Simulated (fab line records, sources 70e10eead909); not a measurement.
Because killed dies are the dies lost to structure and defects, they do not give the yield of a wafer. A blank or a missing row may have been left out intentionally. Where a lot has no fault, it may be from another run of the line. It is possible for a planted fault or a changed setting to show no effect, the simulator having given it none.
fab line records ; flow nand-harc
[record] lots = 24; wafers = 72; last-day = 25
route steps=1159 shown P_CONTACT@247 P_M0@279 P_M1@296
lots that met no fault: from a run of the same line without faults
start-h: hours from the record's opening day to when the first of the lot's shown wafers began ; wait-h: hours since the lot's step before ; " identical to the entry in the row above ; L1.1+2: several wafers, shown together as one row ; - no value, or no start was given ; * or withheld: withheld ; < > ~ a bound
route shown NAME@n: names a module that has steps shown in the file, with the first one's number in the route ; usual: average and standard deviation across the fault-free wafers ; same: alike in all rows ; chamber/n: place in a boat ; sites: readings site by site ; _std_site: the values' standard deviation ; _edge_site: the outer-site mean with the inner-site mean subtracted ; radius-mm: for every site, how far away it sits from the centre of the wafer ; mask NAME#n: copy n ; behind: the tool/chamber that last shaped the wafer ; hold: the reason the lot was held/the length of the hold in hours/how it ended ; device: the n, p or np transistor that did not switch ; end of line: tests of these same wafers at the route's end ; where a step has no rows: the recipe by itself ; killed: dies that structure and defects cost at the first sort, which is not the same as the wafer's yield ; map: per-die view of a wafer (x killed, . not killed, _ where there is no die)
set.NAME: the setting that was run; set.NAME@STEP: the one run at that earlier step ; model.NAME: the simulator's own value behind a step, which no gauge read
a sample of lots followed through the steps of the route, with each step as a table and each wafer as a row
services: when a tool's chamber went out of use (start-h, in hours from the record's first day, below 0 if earlier), for how many hours, and the reason
[[steps]]
[step NHARC_P_CONTACT_ALD_22]
[recipe] target-thk-a = 30; pulse-time-s = 1; ald-cycles = 150; temp-c = 450; material = TiN
[usual] heater-power-w = 1016/82; precursor-pulse-height-rel = 0.999/0.02
[same] ald-cycles = 150
lot.wafer;tool;chamber;start-h;wait-h;heater-power-w;precursor-pulse-height-rel
L074.1;ald-metal-03;2;103.93;-;1010;1.015
L074.5;ald-metal-03;1;103.93;-;1041;1.009
L074.6;ald-metal-03;2;103.93;-;990;1.016
L075.3;ald-metal-01;1;113.76;-;914;0.981
L075.1;ald-metal-01;2;113.76;-;939;1.004
L075.2;ald-metal-01;3;113.76;-;985;0.985
L077.2;ald-metal-02;3;129.40;-;1043;0.987
L077.1;ald-metal-02;1;129.40;-;873;1.009
L077.6;ald-metal-02;0;129.40;-;1046;1.001
L076.3;ald-metal-03;0;132.21;-;1173;0.976
L076.1;ald-metal-03;3;132.21;-;1010;1.004
L076.5;ald-metal-03;0;132.21;-;1138;0.972
L079.3;ald-metal-02;3;135.88;-;1089;1.006
L079.2;ald-metal-02;1;135.88;-;894;1.006
L079.6;ald-metal-02;0;135.88;-;1059;0.997
L078.4;ald-metal-02;1;137.59;-;861;0.988
L078.3;ald-metal-02;2;137.59;-;1035;0.987
L078.6;ald-metal-02;0;137.59;-;1037;0.999
L081.4;ald-metal-02;2;151.06;-;1031;0.993
L081.3;ald-metal-02;1;151.06;-;895;0.985
L081.6;ald-metal-02;2;151.06;-;1015;1.006
L080.3;ald-metal-01;3;151.42;-;1010;0.996
L080.4;ald-metal-01;0;151.42;-;1160;0.975
L080.2;ald-metal-01;1;151.42;-;911;0.995
L082.2;ald-metal-01;0;167.92;-;1173;1.044
L082.1;ald-metal-01;2;167.92;-;948;0.999
L082.5;ald-metal-01;1;167.92;-;913;1.005
L083.2;ald-metal-01;2;172.53;-;931;0.983
L083.1;ald-metal-01;0;172.53;-;1163;0.999
L083.5;ald-metal-01;2;172.53;-;948;1.020
L084.1;ald-metal-02;2;176.67;-;1036;1.001
L084.5;ald-metal-02;1;176.67;-;881;1.035
L084.6;ald-metal-02;2;176.67;-;1023;0.992
L087.2;ald-metal-02;2;198.88;-;1012;0.987
L087.3;ald-metal-02;0;198.88;-;1033;1.026
L087.1;ald-metal-02;1;198.88;-;864;0.970
L086.3;ald-metal-01;1;201.00;-;931;0.999
L086.1;ald-metal-01;3;201.00;-;1017;0.999
L086.5;ald-metal-01;1;201.00;-;921;0.987
L085.2;ald-metal-03;1;201.92;-;999;0.989
L085.5;ald-metal-03;0;201.92;-;1133;0.998
L085.6;ald-metal-03;1;201.92;-;1014;1.015
L088.1;ald-metal-01;1;206.38;-;907;1.048
L088.2;ald-metal-01;2;206.38;-;949;0.982
L088.4;ald-metal-01;3;206.38;-;1008;0.970
L089.3;ald-metal-02;1;210.76;-;864;0.976
L089.5;ald-metal-02;3;210.76;-;1069;0.981
L089.6;ald-metal-02;0;210.76;-;1088;0.978
L090.3;ald-metal-01;2;214.12;-;945;0.976
L090.1;ald-metal-01;3;214.12;-;989;1.010
L090.5;ald-metal-01;1;214.12;-;912;1.038
L092.1;ald-metal-01;2;219.35;-;933;0.997
L092.4;ald-metal-01;3;219.35;-;1000;0.997
L092.3;ald-metal-01;1;219.35;-;929;0.991
L091.4;ald-metal-03;3;220.46;-;951;0.972
L091.5;ald-metal-03;0;220.46;-;1114;0.975
L091.6;ald-metal-03;1;220.46;-;1011;1.007
L094.3;ald-metal-02;2;225.76;-;1006;1.016
L094.1;ald-metal-02;1;225.76;-;858;1.001
L094.6;ald-metal-02;3;225.76;-;1039;0.989
L093.1;ald-metal-01;0;226.39;-;1187;0.971
L093.3;ald-metal-01;2;226.39;-;958;0.971
L093.4;ald-metal-01;2;226.39;-;924;1.014
L095.3;ald-metal-02;0;238.89;-;1064;1.017
L095.6;ald-metal-02;2;238.89;-;981;0.999
L095.5;ald-metal-02;3;238.89;-;1039;1.040
L096.2;ald-metal-03;2;244.29;-;1054;0.966
L096.3;ald-metal-03;3;244.29;-;952;0.989
L096.1;ald-metal-03;0;244.29;-;1079;0.965
L097.1;ald-metal-01;3;253.74;-;1018;0.976
L097.3;ald-metal-01;0;253.74;-;1181;1.026
L097.4;ald-metal-01;1;253.74;-;932;1.005
[step NHARC_P_M0_THK_MEAS_24]
[recipe] thk-meas-gauge = xrf
[usual] thk-nm = 117.4/1.8
lot.wafer;tool;chamber;start-h;wait-h;thk-nm
L074.1;film-metro-02;-;108.61;-;115.3
L074.5;film-metro-02;-;108.61;-;115.9
L074.6;film-metro-02;-;108.61;-;117.0
L075.1;film-metro-01;-;118.40;-;117.6
L075.2;film-metro-01;-;118.40;-;117.0
L075.3;film-metro-01;-;118.40;-;118.9
L076.1;film-metro-02;-;139.02;-;115.5
L076.3;film-metro-02;-;139.02;-;118.3
L076.5;film-metro-02;-;139.02;-;118.8
L077.1;film-metro-01;-;139.41;-;118.3
L077.2;film-metro-01;-;139.41;-;117.8
L077.6;film-metro-01;-;139.41;-;118.5
L079.2;film-metro-02;-;141.10;-;114.3
L079.3;film-metro-02;-;141.10;-;114.8
L079.6;film-metro-02;-;141.10;-;115.7
L078.3;film-metro-01;-;147.88;-;116.4
L078.4;film-metro-01;-;147.88;-;114.9
L078.6;film-metro-01;-;147.88;-;116.3
L081.3;film-metro-02;-;161.07;-;117.1
L081.4;film-metro-02;-;161.07;-;121.0
L081.6;film-metro-02;-;161.07;-;118.1
L080.2;film-metro-01;-;161.63;-;116.1
L080.3;film-metro-01;-;161.63;-;118.2
L080.4;film-metro-01;-;161.63;-;116.2
L082.1;film-metro-02;-;172.71;-;115.7
L082.2;film-metro-02;-;172.71;-;115.0
L082.5;film-metro-02;-;172.71;-;116.5
L083.1;film-metro-01;-;178.54;-;121.3
L083.2;film-metro-01;-;178.54;-;118.2
L083.5;film-metro-01;-;178.54;-;121.7
L084.1;film-metro-01;-;184.09;-;118.4
L084.5;film-metro-01;-;184.09;-;117.0
L084.6;film-metro-01;-;184.09;-;118.9
L087.1;film-metro-02;-;213.07;-;117.9
L087.2;film-metro-02;-;213.07;-;117.5
L087.3;film-metro-02;-;213.07;-;119.0
L086.1;film-metro-02;-;213.45;-;117.0
L086.3;film-metro-02;-;213.45;-;116.7
L086.5;film-metro-02;-;213.45;-;118.9
L085.2;film-metro-02;-;213.76;-;116.3
L085.5;film-metro-02;-;213.76;-;117.3
L085.6;film-metro-02;-;213.76;-;118.6
L088.1;film-metro-01;-;215.06;-;117.1
L088.2;film-metro-01;-;215.06;-;117.3
L088.4;film-metro-01;-;215.06;-;118.5
L089.3;film-metro-01;-;217.91;-;118.0
L089.5;film-metro-01;-;217.91;-;113.9
L089.6;film-metro-01;-;217.91;-;119.3
L090.1;film-metro-01;-;221.33;-;117.6
L090.3;film-metro-01;-;221.33;-;120.0
L090.5;film-metro-01;-;221.33;-;115.2
L092.1;film-metro-02;-;224.05;-;117.8
L092.3;film-metro-02;-;224.05;-;117.9
L092.4;film-metro-02;-;224.05;-;119.4
L091.4;film-metro-01;-;225.07;-;119.9
L091.5;film-metro-01;-;225.07;-;115.9
L091.6;film-metro-01;-;225.07;-;113.7
L094.1;film-metro-02;-;231.13;-;117.2
L094.3;film-metro-02;-;231.13;-;120.2
L094.6;film-metro-02;-;231.13;-;118.6
L093.1;film-metro-02;-;231.40;-;118.7
L093.3;film-metro-02;-;231.40;-;115.1
L093.4;film-metro-02;-;231.40;-;120.9
L095.3;film-metro-02;-;248.50;-;118.5
L095.5;film-metro-02;-;248.50;-;116.4
L095.6;film-metro-02;-;248.50;-;117.4
L096.1;film-metro-02;-;249.08;-;118.6
L096.2;film-metro-02;-;249.08;-;118.4
L096.3;film-metro-02;-;249.08;-;121.2
L097.1;film-metro-02;-;258.29;-;114.4
L097.3;film-metro-02;-;258.29;-;117.8
L097.4;film-metro-02;-;258.29;-;117.7
[step NHARC_P_M1_OVL_MEAS_10]
[recipe] pitch-nm = 260
[usual] overlay-x-nm = -0.1/1; overlay-y-nm = 0.0/0.88
lot.wafer;tool;chamber;start-h;wait-h;overlay-x-nm;overlay-y-nm
L074.1;overlay-02;-;110.25;-;-1.1;0.6
L074.5;overlay-02;-;110.25;-;-0.8;0.8
L074.6;overlay-02;-;110.25;-;-1.3;0.2
L075.1;overlay-02;-;119.93;-;-1.3;-0.2
L075.2;overlay-02;-;119.93;-;-1.0;-0.1
L075.3;overlay-02;-;119.93;-;-1.3;-0.4
L076.1;overlay-02;-;140.53;-;1.1;-1.4
L076.3;overlay-02;-;140.53;-;1.5;-1.4
L076.5;overlay-02;-;140.53;-;1.3;-0.8
L077.1;overlay-01;-;141.02;-;-0.4;0.4
L077.2;overlay-01;-;141.02;-;-0.8;1.0
L077.6;overlay-01;-;141.02;-;-0.8;0.6
L079.2;overlay-01;-;142.62;-;-1.5;0.8
L079.3;overlay-01;-;142.62;-;-1.5;0.7
L079.6;overlay-01;-;142.62;-;-1.3;1.0
L078.3;overlay-01;-;149.38;-;0.6;-0.3
L078.4;overlay-01;-;149.38;-;1.1;-0.2
L078.6;overlay-01;-;149.38;-;0.7;-0.3
L081.3;overlay-01;-;163.58;-;1.1;-1.5
L081.4;overlay-01;-;163.58;-;1.4;-1.2
L081.6;overlay-01;-;163.58;-;1.3;-1.4
L080.2;overlay-02;-;163.73;-;-1.2;-0.6
L080.3;overlay-02;-;163.73;-;-1.2;-0.8
L080.4;overlay-02;-;163.73;-;-1.2;-0.4
L082.1;overlay-02;-;174.34;-;1.2;-0.6
L082.2;overlay-02;-;174.34;-;1.2;-1.1
L082.5;overlay-02;-;174.34;-;1.0;-0.5
L083.1;overlay-02;-;180.19;-;-0.7;-1.0
L083.2;overlay-02;-;180.19;-;-0.5;-0.2
L083.5;overlay-02;-;180.19;-;-0.7;-0.7
L084.1;overlay-02;-;185.72;-;0.0;0.1
L084.5;overlay-02;-;185.72;-;-0.1;0.0
L084.6;overlay-02;-;185.72;-;0.3;0.5
L087.1;overlay-01;-;214.73;-;0.9;-0.8
L087.2;overlay-01;-;214.73;-;1.2;-0.7
L087.3;overlay-01;-;214.73;-;1.9;-0.5
L086.1;overlay-02;-;215.06;-;-0.8;-2.0
L086.3;overlay-02;-;215.06;-;-0.8;-1.6
L086.5;overlay-02;-;215.06;-;-0.8;-1.9
L085.2;overlay-02;-;215.39;-;0.6;0.1
L085.5;overlay-02;-;215.39;-;-0.3;-0.1
L085.6;overlay-02;-;215.39;-;-0.8;-0.1
L088.1;overlay-02;-;216.71;-;1.0;0.5
L088.2;overlay-02;-;216.71;-;1.8;1.3
L088.4;overlay-02;-;216.71;-;0.6;0.5
L089.3;overlay-01;-;219.78;-;-0.2;1.7
L089.5;overlay-01;-;219.78;-;-0.4;1.6
L089.6;overlay-01;-;219.78;-;0.0;1.2
L090.1;overlay-02;-;222.97;-;-1.4;0.1
L090.3;overlay-02;-;222.97;-;-1.6;0.0
L090.5;overlay-02;-;222.97;-;-1.5;-0.1
L092.1;overlay-01;-;225.68;-;1.2;0.5
L092.3;overlay-01;-;225.68;-;1.0;1.0
L092.4;overlay-01;-;225.68;-;1.1;1.1
L091.4;overlay-02;-;226.56;-;-1.0;-0.6
L091.5;overlay-02;-;226.56;-;-1.4;0.0
L091.6;overlay-02;-;226.56;-;-1.0;0.1
L094.1;overlay-01;-;232.77;-;0.6;-1.0
L094.3;overlay-01;-;232.77;-;1.2;-1.0
L094.6;overlay-01;-;232.77;-;1.0;-0.1
L093.1;overlay-01;-;233.06;-;0.9;0.8
L093.3;overlay-01;-;233.06;-;1.1;0.8
L093.4;overlay-01;-;233.06;-;1.3;1.0
L095.3;overlay-01;-;250.14;-;-1.1;1.2
L095.5;overlay-01;-;250.14;-;-1.5;0.6
L095.6;overlay-01;-;250.14;-;-1.3;0.7
L096.1;overlay-02;-;250.69;-;-0.3;0.8
L096.2;overlay-02;-;250.69;-;0.2;0.1
L096.3;overlay-02;-;250.69;-;-0.3;0.4
L097.1;overlay-01;-;259.86;-;-0.9;1.1
L097.3;overlay-01;-;259.86;-;-1.1;1.1
L097.4;overlay-01;-;259.86;-;-0.6;0.6
[step NHARC_P_M1_INSPECT_11]
[usual] raw-defect-count = 4.1/2.3
lot.wafer;tool;chamber;start-h;wait-h;raw-defect-count
L074.1;defect-inspect-01;-;110.29;0.0;5
L074.5;defect-inspect-01;-;110.29;0.0;7
L074.6;defect-inspect-01;-;110.29;0.0;7
L075.1;defect-inspect-02;-;119.96;0.0;1
L075.2;defect-inspect-02;-;119.96;0.0;4
L075.3;defect-inspect-02;-;119.96;0.0;1
L076.1;defect-inspect-02;-;140.57;0.0;3
L076.3;defect-inspect-02;-;140.57;0.0;3
L076.5;defect-inspect-02;-;140.57;0.0;4
L077.1;defect-inspect-01;-;141.06;0.0;6
L077.2;defect-inspect-01;-;141.06;0.0;4
L077.6;defect-inspect-01;-;141.06;0.0;3
L079.2;defect-inspect-01;-;142.66;0.0;4
L079.3;defect-inspect-01;-;142.66;0.0;2
L079.6;defect-inspect-01;-;142.66;0.0;2
L078.3;defect-inspect-02;-;149.42;0.0;2
L078.4;defect-inspect-02;-;149.42;0.0;2
L078.6;defect-inspect-02;-;149.42;0.0;4
L081.3;defect-inspect-02;-;163.61;0.0;0
L081.4;defect-inspect-02;-;163.61;0.0;3
L081.6;defect-inspect-02;-;163.61;0.0;5
L080.2;defect-inspect-02;-;163.77;0.0;9
L080.3;defect-inspect-02;-;163.77;0.0;4
L080.4;defect-inspect-02;-;163.77;0.0;5
L082.1;defect-inspect-02;-;174.38;0.0;4
L082.2;defect-inspect-02;-;174.38;0.0;2
L082.5;defect-inspect-02;-;174.38;0.0;5
L083.1;defect-inspect-01;-;180.24;0.1;5
L083.2;defect-inspect-01;-;180.24;0.1;0
L083.5;defect-inspect-01;-;180.24;0.1;3
L084.1;defect-inspect-02;-;185.76;0.0;4
L084.5;defect-inspect-02;-;185.76;0.0;4
L084.6;defect-inspect-02;-;185.76;0.0;3
L087.1;defect-inspect-01;-;214.76;0.0;5
L087.2;defect-inspect-01;-;214.76;0.0;9
L087.3;defect-inspect-01;-;214.76;0.0;3
L086.1;defect-inspect-02;-;215.10;0.0;8
L086.3;defect-inspect-02;-;215.10;0.0;9
L086.5;defect-inspect-02;-;215.10;0.0;7
L085.2;defect-inspect-01;-;215.43;0.0;5
L085.5;defect-inspect-01;-;215.43;0.0;4
L085.6;defect-inspect-01;-;215.43;0.0;3
L088.1;defect-inspect-01;-;216.75;0.0;6
L088.2;defect-inspect-01;-;216.75;0.0;5
L088.4;defect-inspect-01;-;216.75;0.0;6
L089.3;defect-inspect-02;-;219.82;0.0;3
L089.5;defect-inspect-02;-;219.82;0.0;4
L089.6;defect-inspect-02;-;219.82;0.0;1
L090.1;defect-inspect-01;-;223.00;0.0;1
L090.3;defect-inspect-01;-;223.00;0.0;3
L090.5;defect-inspect-01;-;223.00;0.0;5
L092.1;defect-inspect-01;-;225.72;0.0;6
L092.3;defect-inspect-01;-;225.72;0.0;10
L092.4;defect-inspect-01;-;225.72;0.0;6
L091.4;defect-inspect-02;-;226.60;0.0;2
L091.5;defect-inspect-02;-;226.60;0.0;1
L091.6;defect-inspect-02;-;226.60;0.0;4
L094.1;defect-inspect-02;-;232.80;0.0;2
L094.3;defect-inspect-02;-;232.80;0.0;3
L094.6;defect-inspect-02;-;232.80;0.0;2
L093.1;defect-inspect-02;-;233.10;0.0;2
L093.3;defect-inspect-02;-;233.10;0.0;5
L093.4;defect-inspect-02;-;233.10;0.0;1
L095.3;defect-inspect-02;-;250.17;0.0;5
L095.5;defect-inspect-02;-;250.17;0.0;6
L095.6;defect-inspect-02;-;250.17;0.0;8
L096.1;defect-inspect-02;-;250.73;0.0;4
L096.2;defect-inspect-02;-;250.73;0.0;7
L096.3;defect-inspect-02;-;250.73;0.0;6
L097.1;defect-inspect-02;-;259.89;0.0;2
L097.3;defect-inspect-02;-;259.89;0.0;9
L097.4;defect-inspect-02;-;259.89;0.0;4
[step NHARC_P_M1_PRE_CLEAN_30]
[recipe] time-s = 30; temp-c = 280; gas = H2/He
[usual] heater-power-w = 412/52
lot.wafer;tool;chamber;start-h;wait-h;heater-power-w
L074.1;pvd-sputter-01;-;-;-;413
L074.6;pvd-sputter-01;-;-;-;463
L074.5;pvd-sputter-01;-;-;-;327
L075.2;pvd-sputter-02;-;-;-;436
L075.3;pvd-sputter-02;-;-;-;403
L075.1;pvd-sputter-02;-;-;-;488
L076.3;pvd-sputter-02;-;-;-;371
L076.1;pvd-sputter-02;-;-;-;393
L076.5;pvd-sputter-02;-;-;-;493
L077.1;pvd-sputter-01;-;-;-;461
L077.2;pvd-sputter-01;-;-;-;323
L077.6;pvd-sputter-01;-;-;-;411
L079.2;pvd-sputter-03;-;-;-;423
L079.3;pvd-sputter-03;-;-;-;374
L079.6;pvd-sputter-03;-;-;-;339
L078.4;pvd-sputter-01;-;-;-;448
L078.3;pvd-sputter-01;-;-;-;404
L078.6;pvd-sputter-01;-;-;-;466
L081.3;pvd-sputter-03;-;-;-;434
L081.4;pvd-sputter-03;-;-;-;440
L081.6;pvd-sputter-03;-;-;-;446
L080.4;pvd-sputter-02;-;-;-;446
L080.2;pvd-sputter-02;-;-;-;409
L080.3;pvd-sputter-02;-;-;-;365
L082.1;pvd-sputter-03;-;-;-;443
L082.2;pvd-sputter-03;-;-;-;416
L082.5;pvd-sputter-03;-;-;-;359
L083.1;pvd-sputter-01;-;-;-;458
L083.2;pvd-sputter-01;-;-;-;414
L083.5;pvd-sputter-01;-;-;-;434
L084.1;pvd-sputter-02;-;-;-;401
L084.6;pvd-sputter-02;-;-;-;371
L084.5;pvd-sputter-02;-;-;-;485
L087.2;pvd-sputter-03;-;-;-;340
L087.3;pvd-sputter-03;-;-;-;419
L087.1;pvd-sputter-03;-;-;-;445
L086.3;pvd-sputter-03;-;-;-;368
L086.1;pvd-sputter-03;-;-;-;348
L086.5;pvd-sputter-03;-;-;-;340
L085.2;pvd-sputter-01;-;-;-;338
L085.5;pvd-sputter-01;-;-;-;467
L085.6;pvd-sputter-01;-;-;-;443
L088.1;pvd-sputter-03;-;-;-;449
L088.2;pvd-sputter-03;-;-;-;363
L088.4;pvd-sputter-03;-;-;-;343
L089.3;pvd-sputter-01;-;-;-;489
L089.6;pvd-sputter-01;-;-;-;417
L089.5;pvd-sputter-01;-;-;-;480
L090.1;pvd-sputter-02;-;-;-;382
L090.3;pvd-sputter-02;-;-;-;425
L090.5;pvd-sputter-02;-;-;-;384
L092.4;pvd-sputter-02;-;-;-;516
L092.3;pvd-sputter-02;-;-;-;431
L092.1;pvd-sputter-02;-;-;-;384
L091.4;pvd-sputter-03;-;-;-;419
L091.5;pvd-sputter-03;-;-;-;335
L091.6;pvd-sputter-03;-;-;-;428
L094.1;pvd-sputter-02;-;-;-;512
L094.3;pvd-sputter-02;-;-;-;393
L094.6;pvd-sputter-02;-;-;-;518
L093.3;pvd-sputter-02;-;-;-;383
L093.4;pvd-sputter-02;-;-;-;505
L093.1;pvd-sputter-02;-;-;-;419
L095.3;pvd-sputter-03;-;-;-;422
L095.5;pvd-sputter-03;-;-;-;366
L095.6;pvd-sputter-03;-;-;-;342
L096.2;pvd-sputter-02;-;-;-;384
L096.1;pvd-sputter-02;-;-;-;512
L096.3;pvd-sputter-02;-;-;-;407
L097.4;pvd-sputter-03;-;-;-;360
L097.1;pvd-sputter-03;-;-;-;340
L097.3;pvd-sputter-03;-;-;-;457
[step NHARC_P_M1_CMP_23]
[recipe] t-overpolish-s = 20; target-thk-nm = 157.82
[usual] motor-current-A = 11.9/1.6; slurry-filter-dp-kPa = 13.48/0.14; time-to-endpoint-s = 26.8/3
lot.wafer;tool;chamber;start-h;wait-h;motor-current-A;slurry-filter-dp-kPa;time-to-endpoint-s
L074.1;cmp-03;1;112.52;-;14.2;13.44;25.2
L074.5;cmp-03;3;112.52;-;12.6;13.32;27.7
L074.6;cmp-03;0;112.52;-;14.0;13.48;26.3
L075.3;cmp-02;0;122.21;-;12.3;13.77;23.4
L075.2;cmp-02;1;122.21;-;10.4;13.32;23.8
L075.1;cmp-02;2;122.21;-;10.6;13.52;28.8
L076.1;cmp-02;3;142.76;-;11.1;13.57;27.1
L076.3;cmp-02;2;142.76;-;10.1;13.65;27.8
L076.5;cmp-02;0;142.76;-;12.4;13.54;26.0
L077.2;cmp-02;3;143.75;-;11.2;13.36;24.2
L077.1;cmp-02;0;143.75;-;11.8;13.46;25.7
L077.6;cmp-02;3;143.75;-;10.8;13.22;24.9
L079.2;cmp-04;3;144.84;-;10.6;13.54;27.4
L079.3;cmp-04;0;144.84;-;9.2;13.75;24.2
L079.6;cmp-04;3;144.84;-;10.0;13.68;26.5
L078.3;cmp-04;1;151.83;-;12.0;13.27;28.3
L078.4;cmp-04;2;151.83;-;12.2;13.45;27.6
L078.6;cmp-04;1;151.83;-;12.3;13.46;29.3
L081.3;cmp-04;3;165.78;-;10.0;13.60;27.1
L081.4;cmp-04;1;165.78;-;12.5;13.61;34.6
L081.6;cmp-04;3;165.78;-;11.0;13.23;27.5
L080.3;cmp-02;1;165.93;-;10.5;13.28;26.2
L080.4;cmp-02;3;165.93;-;10.3;13.47;27.5
L080.2;cmp-02;0;165.93;-;12.9;13.43;26.6
L082.2;cmp-03;3;176.54;-;13.2;13.33;31.9
L082.1;cmp-03;0;176.54;-;15.2;13.33;29.0
L082.5;cmp-03;0;176.54;-;15.7;13.39;28.6
L083.1;cmp-03;3;182.41;-;12.9;13.40;28.1
L083.2;cmp-03;0;182.41;-;15.8;13.10;24.1
L083.5;cmp-03;0;182.41;-;15.7;13.47;25.6
L084.1;cmp-04;1;187.94;-;12.2;13.55;32.6
L084.5;cmp-04;0;187.94;-;9.7;13.45;24.2
L084.6;cmp-04;1;187.94;-;11.9;13.24;34.5
L087.2;cmp-04;2;216.93;-;12.7;13.23;33.1
L087.1;cmp-04;0;216.93;-;10.2;13.68;26.6
L087.3;cmp-04;1;216.93;-;11.6;13.44;33.6
L086.3;cmp-02;3;217.31;-;11.3;13.75;26.9
L086.1;cmp-02;0;217.31;-;12.5;13.62;25.6
L086.5;cmp-02;2;217.31;-;10.9;13.50;27.1
L085.2;cmp-02;0;217.99;-;11.6;13.50;24.2
L085.6;cmp-02;1;217.99;-;10.6;13.38;25.9
L085.5;cmp-02;2;217.99;-;10.2;13.48;26.1
L088.2;cmp-03;0;218.93;-;15.4;13.25;26.6
L088.4;cmp-03;2;218.93;-;11.8;13.61;24.4
L088.1;cmp-03;3;218.93;-;12.1;13.67;26.2
L089.3;cmp-03;2;222.08;-;11.5;13.50;26.0
L089.5;cmp-03;1;222.08;-;14.3;13.73;23.6
L089.6;cmp-03;2;222.08;-;12.1;13.40;24.7
L090.1;cmp-03;2;225.27;-;11.8;13.52;24.9
L090.3;cmp-03;3;225.27;-;12.9;13.50;30.0
L090.5;cmp-03;2;225.27;-;11.6;13.43;25.1
L092.3;cmp-04;2;227.88;-;12.6;13.63;32.8
L092.4;cmp-04;3;227.88;-;11.0;13.39;26.5
L092.1;cmp-04;0;227.88;-;9.8;13.42;23.1
L091.4;cmp-03;2;228.99;-;12.1;13.52;25.3
L091.5;cmp-03;2;228.99;-;11.3;13.65;26.8
L091.6;cmp-03;3;228.99;-;12.9;13.60;28.5
L094.3;cmp-04;0;235.06;-;9.6;13.70;22.4
L094.1;cmp-04;1;235.06;-;11.7;13.65;31.9
L094.6;cmp-04;3;235.06;-;11.0;13.44;26.1
L093.1;cmp-03;1;235.49;-;14.1;13.65;25.7
L093.4;cmp-03;2;235.49;-;11.9;13.63;24.3
L093.3;cmp-03;0;235.49;-;15.8;13.44;25.8
L095.3;cmp-04;2;252.37;-;12.0;13.60;28.4
L095.5;cmp-04;1;252.37;-;11.6;13.30;30.3
L095.6;cmp-04;2;252.37;-;12.3;13.74;29.6
L096.3;cmp-04;2;252.88;-;13.0;13.55;25.8
L096.2;cmp-04;0;252.88;-;10.5;13.48;20.3
L096.1;cmp-04;1;252.88;-;11.6;13.57;27.3
L097.4;cmp-02;1;262.07;-;10.9;13.57;26.2
L097.1;cmp-02;3;262.07;-;11.0;13.50;26.5
L097.3;cmp-02;0;262.07;-;12.5;13.58;24.5
[[services]]
tool;chamber;start-h;hours;kind
cmp-04;-;81.86;2.6;repair
cmp-02;-;84.87;1.4;repair
ald-metal-01;-;102.00;10.0;pm
pvd-sputter-03;-;102.00;10.0;pm
cmp-04;-;105.00;4.0;pm
cmp-03;-;124.33;1.0;repair
cmp-02;-;128.50;4.0;pm
ald-metal-03;-;144.00;10.0;pm
cmp-03;-;156.08;4.0;pm
pvd-sputter-01;-;158.06;10.0;pm
cmp-04;-;164.83;0.5;repair
pvd-sputter-02;-;167.76;0.7;repair
ald-metal-02;-;186.00;10.0;pm
cmp-04;-;203.00;4.0;pm
ald-metal-02;-;203.60;0.9;repair
pvd-sputter-01;-;210.20;3.8;repair
pvd-sputter-02;-;214.00;10.0;pm
pvd-sputter-01;-;219.12;1.2;repair
ald-metal-01;1;221.72;6.8;repair
cmp-02;-;226.50;4.0;pm
pvd-sputter-01;-;237.14;38.6;repair
ald-metal-03;-;241.05;0.9;repair
cmp-03;-;249.00;3.9;repair
cmp-03;-;254.08;4.0;pm
[[key]]
fault none
